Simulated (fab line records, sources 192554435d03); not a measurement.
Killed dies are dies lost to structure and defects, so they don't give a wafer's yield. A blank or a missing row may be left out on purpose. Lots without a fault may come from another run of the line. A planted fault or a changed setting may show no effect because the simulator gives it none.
Which tool did it? | flow n5_finfet | 24 lots, 72 wafers sampled, at 6 steps of a route of 1938

WHAT THE GAUGES READ, wafer by wafer
N5_STI_FIN_REVEAL_THK_MEAS_05. Usual: thk_nm 131.8 nm, standard deviation 0.95.
lot  | measured    | on            | thk_nm (nm)       | flag
L074 | day 2 09:05 | film_metro-02 | 132.4 130.3 131.6 |
L075 | day 2 16:29 | film_metro-02 | 131.3 130.3 131.2 |
L076 | day 2 23:06 | film_metro-01 | 133.3 131.7 132.2 |
L077 | day 3 04:15 | film_metro-02 | 133.5 132.6 133.5 |
L078 | day 3 09:40 | film_metro-02 | 131.6 131.2 130.9 |
L079 | day 3 14:56 | film_metro-01 | 131.4 131.1 132.0 |
L080 | day 3 21:15 | film_metro-01 | 133.4 131.0 133.5 |
L081 | day 4 03:21 | film_metro-02 | 131.8 132.0 131.3 |
L082 | day 4 10:10 | film_metro-01 | 132.0 132.4 132.7 |
L083 | day 4 15:35 | film_metro-02 | 132.6 132.4 131.8 |
L084 | day 4 23:23 | film_metro-02 | 131.2 131.0 131.8 |
L085 | day 5 06:22 | film_metro-01 | 131.9 131.7 132.7 |
L086 | day 5 13:52 | film_metro-02 | 130.9 130.4 131.5 |
L087 | day 5 15:35 | film_metro-02 | 131.6 131.5 132.1 |
L088 | day 6 00:31 | film_metro-01 | 131.8 131.1 132.2 |
L089 | day 6 05:38 | film_metro-02 | 130.9 131.0 132.4 |
L090 | day 6 09:35 | film_metro-01 | 132.2 131.7 131.2 |
L091 | day 6 15:59 | film_metro-02 | 133.7 131.7 133.8 |
L092 | day 6 21:53 | film_metro-02 | 128.5 128.5 131.7 |
L093 | day 7 05:38 | film_metro-01 | 131.4 132.2 131.9 |
L094 | day 7 09:00 | film_metro-01 | 130.3 130.8 133.2 |
L095 | day 7 15:53 | film_metro-02 | 132.2 132.1 132.4 |
L096 | day 7 21:37 | film_metro-02 | 131.8 131.4 132.0 |
L097 | day 8 04:04 | film_metro-02 | 131.0 131.1 130.3 |

N5_STI_FIN_REVEAL_CD_MEAS_22: target cd 6.238 nm, pitch 28 nm. Usual: cd_nm 6.24 nm, standard deviation 0.24.
lot  | measured    | on        | cd_nm (nm)     | flag
L074 | day 2 12:16 | cd_sem-03 | 6.10 6.09 6.17 |
L075 | day 2 19:40 | cd_sem-03 | 5.93 6.28 5.86 |
L076 | day 3 02:20 | cd_sem-03 | 6.38 6.16 6.24 |
L077 | day 3 07:39 | cd_sem-03 | 6.45 6.25 6.24 |
L078 | day 3 13:28 | cd_sem-02 | 5.89 6.26 6.46 |
L079 | day 3 18:09 | cd_sem-02 | 6.04 6.12 6.27 |
L080 | day 4 00:39 | cd_sem-01 | 6.24 6.34 6.26 |
L081 | day 4 06:42 | cd_sem-01 | 6.34 6.70 6.09 |
L082 | day 4 13:49 | cd_sem-01 | 6.01 6.42 5.59 |
L083 | day 4 19:03 | cd_sem-01 | 6.34 6.34 6.35 |
L084 | day 5 02:41 | cd_sem-01 | 6.36 6.83 6.24 |
L085 | day 5 09:40 | cd_sem-01 | 6.21 6.32 6.00 |
L086 | day 5 17:10 | cd_sem-03 | 6.16 5.93 5.97 |
L087 | day 5 18:56 | cd_sem-02 | 6.60 6.30 6.41 |
L088 | day 6 03:43 | cd_sem-01 | 6.41 6.03 6.28 |
L089 | day 6 09:20 | cd_sem-01 | 6.21 6.71 5.89 |
L090 | day 6 12:47 | cd_sem-02 | 6.09 6.12 5.99 |
L091 | day 6 19:08 | cd_sem-02 | 6.34 6.03 6.45 |
L092 | day 7 01:16 | cd_sem-02 | 6.05 6.33 6.23 |
L093 | day 7 08:58 | cd_sem-03 | 6.20 6.72 6.16 |
L094 | day 7 12:11 | cd_sem-03 | 6.48 5.77 6.33 |
L095 | day 7 19:02 | cd_sem-01 | 6.34 6.01 6.06 |
L096 | day 8 01:41 | cd_sem-03 | 6.46 6.03 6.11 |
L097 | day 8 07:29 | cd_sem-03 | 6.21 5.95 5.95 |

WHICH TOOL RAN EACH LOT (tool, then ch and the chambers of the sampled wafers, then the start)
lot  | N5_STI_FIN_REVEAL_STRIP_24        | N5_STI_FIN_REVEAL_ETCH_34       | N5_STI_FIN_REVEAL_OXIDATION_31      | N5_STI_FIN_REVEAL_OXIDATION_33
L074 | rie_diel-01 ch 0,3, day 2 09:22   | rie_si-04 ch 1,2, day 2 11:41   | plasma_asher-01 ch 0,1, day 2 11:44 | plasma_asher-01 ch 0,1, day 2 12:05
L075 | rie_diel-05 ch 1,3, day 2 16:47   | rie_si-03 ch 0,1, day 2 19:05   | plasma_asher-02 ch 0,1, day 2 19:10 | plasma_asher-01 ch 0,1, day 2 19:31
L076 | rie_diel-01 ch 0,2,3, day 2 23:28 | rie_si-05 ch 2,3, day 3 01:46   | plasma_asher-01 ch 0,1, day 3 01:49 | plasma_asher-02 ch 0,1, day 3 02:11
L077 | rie_diel-01 ch 1,2,3, day 3 04:31 | rie_si-03 ch 0,3, day 3 07:04   | plasma_asher-02 ch 0,1, day 3 07:08 | plasma_asher-02 ch 0,1, day 3 07:29
L078 | rie_diel-03 ch 0,1,3, day 3 10:06 | rie_si-05 ch 1,2,3, day 3 12:50 | plasma_asher-02 ch 0,1, day 3 12:55 | plasma_asher-02 ch 0,1, day 3 13:16
L079 | rie_diel-05 ch 0,1,3, day 3 15:16 | rie_si-04 ch 0,2,3, day 3 17:34 | plasma_asher-01 ch 0,1, day 3 17:38 | plasma_asher-02 ch 0,1, day 3 17:59
L080 | rie_diel-05 ch 1,2, day 3 21:44   | rie_si-04 ch 0,3, day 4 00:02   | plasma_asher-02 ch 0,1, day 4 00:06 | plasma_asher-02 ch 0,1, day 4 00:29
L081 | rie_diel-03 ch 0,2, day 4 03:46   | rie_si-04 ch 0,1,2, day 4 06:04 | plasma_asher-01 ch 0,1, day 4 06:07 | plasma_asher-01 ch 0,1, day 4 06:29
L082 | rie_diel-05 ch 1,2, day 4 10:31   | rie_si-03 ch 1,2,3, day 4 13:03 | plasma_asher-01 ch 0,1, day 4 13:07 | plasma_asher-01 ch 0,1, day 4 13:39
L083 | rie_diel-05 ch 0,2,3, day 4 15:55 | rie_si-03 ch 0,1,2, day 4 18:28 | plasma_asher-01 ch 0,1, day 4 18:33 | plasma_asher-01 ch 0,1, day 4 18:54
L084 | rie_diel-05 ch 0,1,2, day 4 23:47 | rie_si-04 ch 0,1,2, day 5 02:07 | plasma_asher-01 ch 0,1, day 5 02:10 | plasma_asher-02 ch 0,1, day 5 02:31
L085 | rie_diel-05 ch 0,1, day 5 06:47   | rie_si-03 ch 1,3, day 5 09:05   | plasma_asher-02 ch 0,1, day 5 09:08 | plasma_asher-01 ch 0,1, day 5 09:29
L086 | rie_diel-03 ch 0,1, day 5 14:14   | rie_si-05 ch 0,1,3, day 5 16:35 | plasma_asher-02 ch 0,1, day 5 16:39 | plasma_asher-01 ch 0,1, day 5 17:00
L087 | rie_diel-03 ch 2,3, day 5 15:52   | rie_si-05 ch 0,1, day 5 18:19   | plasma_asher-01 ch 0,1, day 5 18:23 | plasma_asher-01 ch 0,1, day 5 18:46
L088 | rie_diel-01 ch 0,1,3, day 6 00:47 | rie_si-04 ch 1,2,3, day 6 03:07 | plasma_asher-02 ch 0,1, day 6 03:10 | plasma_asher-02 ch 0,1, day 6 03:33
L089 | rie_diel-05 ch 1,2,3, day 6 06:09 | rie_si-04 ch 0,1, day 6 08:43   | plasma_asher-02 ch 1, day 6 08:46   | plasma_asher-02 ch 0, day 6 09:07
L090 | rie_diel-01 ch 1,2,3, day 6 09:55 | rie_si-04 ch 1,3, day 6 12:13   | plasma_asher-01 ch 0, day 6 12:16   | plasma_asher-01 ch 0,1, day 6 12:38
L091 | rie_diel-05 ch 1,2, day 6 16:16   | rie_si-05 ch 1,2, day 6 18:34   | plasma_asher-01 ch 0,1, day 6 18:38 | plasma_asher-02 ch 0, day 6 18:59
L092 | rie_diel-01 ch 1,2,3, day 6 22:17 | rie_si-04 ch 0,2,3, day 7 00:41 | plasma_asher-01 ch 0,1, day 7 00:44 | plasma_asher-01 ch 0,1, day 7 01:06
L093 | rie_diel-03 ch 0,1, day 7 06:01   | rie_si-05 ch 0,3, day 7 08:19   | plasma_asher-01 ch 0,1, day 7 08:23 | plasma_asher-02 ch 0,1, day 7 08:48
L094 | rie_diel-05 ch 1,3, day 7 09:17   | rie_si-04 ch 0,2,3, day 7 11:37 | plasma_asher-01 ch 0,1, day 7 11:40 | plasma_asher-02 ch 0,1, day 7 12:01
L095 | rie_diel-01 ch 0,1,2, day 7 16:10 | rie_si-03 ch 1,3, day 7 18:28   | plasma_asher-01 ch 0,1, day 7 18:32 | plasma_asher-02 ch 0,1, day 7 18:53
L096 | rie_diel-01 ch 0,1,2, day 7 22:10 | rie_si-04 ch 0,1,3, day 8 00:43 | plasma_asher-02 ch 0,1, day 8 00:47 | plasma_asher-02 ch 0,1, day 8 01:28
L097 | rie_diel-01 ch 2,3, day 8 04:33   | rie_si-04 ch 2,3, day 8 06:52   | plasma_asher-02 ch 0,1, day 8 06:55 | plasma_asher-02 ch 0,1, day 8 07:16
- N5_STI_FIN_REVEAL_STRIP_24: strips in N2/H2, time 90 s.
- N5_STI_FIN_REVEAL_ETCH_34: etches Si in H2, material Si, target depth 0.97 nm.
- N5_STI_FIN_REVEAL_OXIDATION_31: chemistry O2 PLASMA REMOTE, time 20 s.
- N5_STI_FIN_REVEAL_OXIDATION_33: chemistry O2 PLASMA REMOTE, time 20 s.

WHAT THE TOOLS THEMSELVES READ (means of the sampled wafers that have a number; where no wafer has one, the mark that the record gives instead)
N5_STI_FIN_REVEAL_STRIP_24. Usual: drypump_motor_current_A 5.7 A, standard deviation 0.35; oes_product_au 0.75 a.u., standard deviation 0.064; rf_vpp_V 45.4 V, standard deviation 0.83; showerhead_plenum_p_Torr 3.39 Torr, standard deviation 0.099; throttle_valve_pct 12.31 %, standard deviation 0.29.
lot  | tool        | drypump_motor_current_A (A) | oes_product_au (a.u.) | rf_vpp_V (V) | showerhead_plenum_p_Torr (Torr) | throttle_valve_pct (%) | flag
L074 | rie_diel-01 | 5.7                         | 0.72                  | 45.5         | 3.37                            | 12.48                  |
L075 | rie_diel-05 | 5.9                         | 0.75                  | 45.1         | 3.39                            | 12.14                  |
L076 | rie_diel-01 | 5.8                         | 0.72                  | 45.8         | 3.36                            | 12.55                  |
L077 | rie_diel-01 | 5.7                         | 0.74                  | 45.4         | 3.36                            | 12.31                  |
L078 | rie_diel-03 | 5.8                         | 0.85                  | 45.5         | 3.42                            | 11.92                  |
L079 | rie_diel-05 | 5.8                         | 0.75                  | 46.2         | 3.40                            | 12.30                  |
L080 | rie_diel-05 | 5.5                         | 0.75                  | 46.7         | 3.49                            | 12.26                  |
L081 | rie_diel-03 | 5.6                         | 0.77                  | 44.9         | 3.48                            | 12.04                  |
L082 | rie_diel-05 | 5.5                         | 0.76                  | 46.6         | 3.49                            | 12.27                  |
L083 | rie_diel-05 | 5.7                         | 0.73                  | 45.6         | 3.41                            | 12.51                  |
L084 | rie_diel-05 | 5.4                         | 0.76                  | 45.8         | 3.50                            | 12.42                  |
L085 | rie_diel-05 | 5.5                         | 0.76                  | 44.7         | 3.50                            | 12.40                  |
L086 | rie_diel-03 | 5.8                         | 0.85                  | 45.0         | 3.46                            | 11.98                  |
L087 | rie_diel-03 | 5.5                         | 0.81                  | 45.2         | 3.33                            | 11.93                  |
L088 | rie_diel-01 | 5.8                         | 0.70                  | 45.0         | 3.35                            | 12.35                  |
L089 | rie_diel-05 | 5.8                         | 0.72                  | 45.6         | 3.38                            | 12.40                  |
L090 | rie_diel-01 | 5.7                         | 0.71                  | 45.5         | 3.34                            | 12.40                  |
L091 | rie_diel-05 | 5.5                         | 0.74                  | 45.4         | 3.48                            | 12.31                  |
L092 | rie_diel-01 | 5.7                         | 0.70                  | 46.5         | 3.34                            | 12.41                  |
L093 | rie_diel-03 | 5.8                         | 0.83                  | 45.9         | 3.45                            | 12.04                  |
L094 | rie_diel-05 | 5.9                         | 0.71                  | 46.0         | 3.37                            | 12.25                  |
L095 | rie_diel-01 | 5.8                         | 0.78                  | 44.3         | 3.34                            | 12.24                  |
L096 | rie_diel-01 | 5.8                         | 0.78                  | 45.4         | 3.34                            | 12.24                  |
L097 | rie_diel-01 | 5.7                         | 0.69                  | 44.9         | 3.33                            | 12.70                  |

N5_STI_FIN_REVEAL_ETCH_34. Usual: drypump_motor_current_A 5.6 A, standard deviation 0.44; he_flow_sccm 142.5 sccm, standard deviation 0.44; oes_product_au 0.990 a.u., standard deviation 0.026; throttle_valve_pct 25.9 %, standard deviation 0.66.
lot  | tool      | drypump_motor_current_A (A) | he_flow_sccm (sccm) | oes_product_au (a.u.) | throttle_valve_pct (%) | flag
L074 | rie_si-04 | 5.8                         | 142.9               | 0.984                 | 26.9                   |
L075 | rie_si-03 | 5.5                         | 142.2               | 1.005                 | 25.8                   |
L076 | rie_si-05 | 5.8                         | 142.8               | 0.975                 | 25.5                   |
L077 | rie_si-03 | 5.4                         | 142.2               | 1.015                 | 25.9                   |
L078 | rie_si-05 | 6.1                         | 142.9               | 0.992                 | 25.5                   |
L079 | rie_si-04 | 5.7                         | 142.6               | 0.967                 | 25.9                   |
L080 | rie_si-04 | 5.4                         | 142.3               | 0.960                 | 25.5                   |
L081 | rie_si-04 | 5.5                         | 142.6               | 0.989                 | 26.5                   |
L082 | rie_si-03 | 5.2                         | 142.5               | 1.002                 | 25.7                   |
L083 | rie_si-03 | 5.4                         | 141.9               | 1.010                 | 25.7                   |
L084 | rie_si-04 | 5.5                         | 142.4               | 0.987                 | 26.5                   |
L085 | rie_si-03 | 5.2                         | 142.3               | 0.990                 | 25.8                   |
L086 | rie_si-05 | 6.2                         | 142.8               | 1.020                 | 25.6                   |
L087 | rie_si-05 | 5.9                         | 142.6               | 1.025                 | 25.5                   |
L088 | rie_si-04 | 5.6                         | 143.1               | 0.982                 | 26.3                   |
L089 | rie_si-04 | 5.2                         | 142.6               | 0.988                 | 26.2                   |
L090 | rie_si-04 | 5.5                         | 142.6               | 0.973                 | 25.6                   |
L091 | rie_si-05 | 5.8                         | 142.1               | 1.002                 | 25.4                   |
L092 | rie_si-04 | 5.7                         | 142.4               | 0.965                 | 25.8                   |
L093 | rie_si-05 | 6.1                         | 142.8               | 0.999                 | 25.6                   |
L094 | rie_si-04 | 5.7                         | 142.6               | 0.971                 | 25.9                   |
L095 | rie_si-03 | 5.3                         | 142.8               | 1.012                 | 25.8                   |
L096 | rie_si-04 | 5.3                         | 142.5               | 0.981                 | 25.9                   |
L097 | rie_si-04 | 5.8                         | 142.3               | 0.968                 | 25.6                   |

N5_STI_FIN_REVEAL_OXIDATION_31. Usual: drypump_motor_current_A 6.2 A, standard deviation 0.38; heater_power_w 144 W, standard deviation 13.
lot  | tool            | drypump_motor_current_A (A) | heater_power_w (W) | flag
L074 | plasma_asher-01 | 6.3                         | 134                |
L075 | plasma_asher-02 | 6.2                         | 154                |
L076 | plasma_asher-01 | 6.4                         | 132                |
L077 | plasma_asher-02 | 5.9                         | 158                |
L078 | plasma_asher-02 | 6.2                         | 155                |
L079 | plasma_asher-01 | 6.3                         | 139                |
L080 | plasma_asher-02 | 5.9                         | 156                |
L081 | plasma_asher-01 | 6.3                         | 139                |
L082 | plasma_asher-01 | 6.3                         | 139                |
L083 | plasma_asher-01 | 6.4                         | 134                |
L084 | plasma_asher-01 | 6.3                         | 140                |
L085 | plasma_asher-02 | 5.9                         | 157                |
L086 | plasma_asher-02 | 6.2                         | 156                |
L087 | plasma_asher-01 | 6.3                         | 142                |
L088 | plasma_asher-02 | 6.2                         | 152                |
L089 | plasma_asher-02 | 5.5                         | 160                |
L090 | plasma_asher-01 | 6.3                         | 147                |
L091 | plasma_asher-01 | 6.3                         | 139                |
L092 | plasma_asher-01 | 6.3                         | 138                |
L093 | plasma_asher-01 | 6.3                         | 139                |
L094 | plasma_asher-01 | 6.3                         | 131                |
L095 | plasma_asher-01 | 6.3                         | 139                |
L096 | plasma_asher-02 | 6.2                         | 156                |
L097 | plasma_asher-02 | 6.2                         | 155                |

N5_STI_FIN_REVEAL_OXIDATION_33. Usual: drypump_motor_current_A 6.1 A, standard deviation 0.44; heater_power_w 148 W, standard deviation 13.
lot  | tool            | drypump_motor_current_A (A) | heater_power_w (W) | flag
L074 | plasma_asher-01 | 6.4                         | 132                |
L075 | plasma_asher-01 | 6.3                         | 141                |
L076 | plasma_asher-02 | 6.2                         | 158                |
L077 | plasma_asher-02 | 6.2                         | 154                |
L078 | plasma_asher-02 | 5.9                         | 157                |
L079 | plasma_asher-02 | 6.2                         | 154                |
L080 | plasma_asher-02 | 6.2                         | 157                |
L081 | plasma_asher-01 | 6.4                         | 132                |
L082 | plasma_asher-01 | 6.4                         | 132                |
L083 | plasma_asher-01 | 6.3                         | 133                |
L084 | plasma_asher-02 | 6.2                         | 154                |
L085 | plasma_asher-01 | 6.3                         | 137                |
L086 | plasma_asher-01 | 6.3                         | 138                |
L087 | plasma_asher-01 | 6.4                         | 133                |
L088 | plasma_asher-02 | 5.9                         | 158                |
L089 | plasma_asher-02 | 6.6                         | 153                |
L090 | plasma_asher-01 | 6.3                         | 140                |
L091 | plasma_asher-02 | 6.6                         | 152                |
L092 | plasma_asher-01 | 6.3                         | 141                |
L093 | plasma_asher-02 | 6.2                         | 154                |
L094 | plasma_asher-02 | 5.8                         | 159                |
L095 | plasma_asher-02 | 6.2                         | 156                |
L096 | plasma_asher-02 | 6.2                         | 155                |
L097 | plasma_asher-02 | 6.2                         | 156                |

THE ANSWER, worked out from the rows above alone
Rule: a lot is off if the mean of its wafers that have a number lies more than 3 standard deviations from the usual mean. A lot without any number at a reading at which 4 lots or more have one is off too. The other lots that the step has rows for count as sound. The gauges are gone through in route order, then the tools' own readings, and for those a lot's mean is taken as printed above. The first step at which some lot is off is used, and at that step the reading that is off furthest; a lot without a number counts as furthest.
No lot is off at any reading shown: from this, nothing can be told.

WHAT THE SIMULATOR HAD PUT IN
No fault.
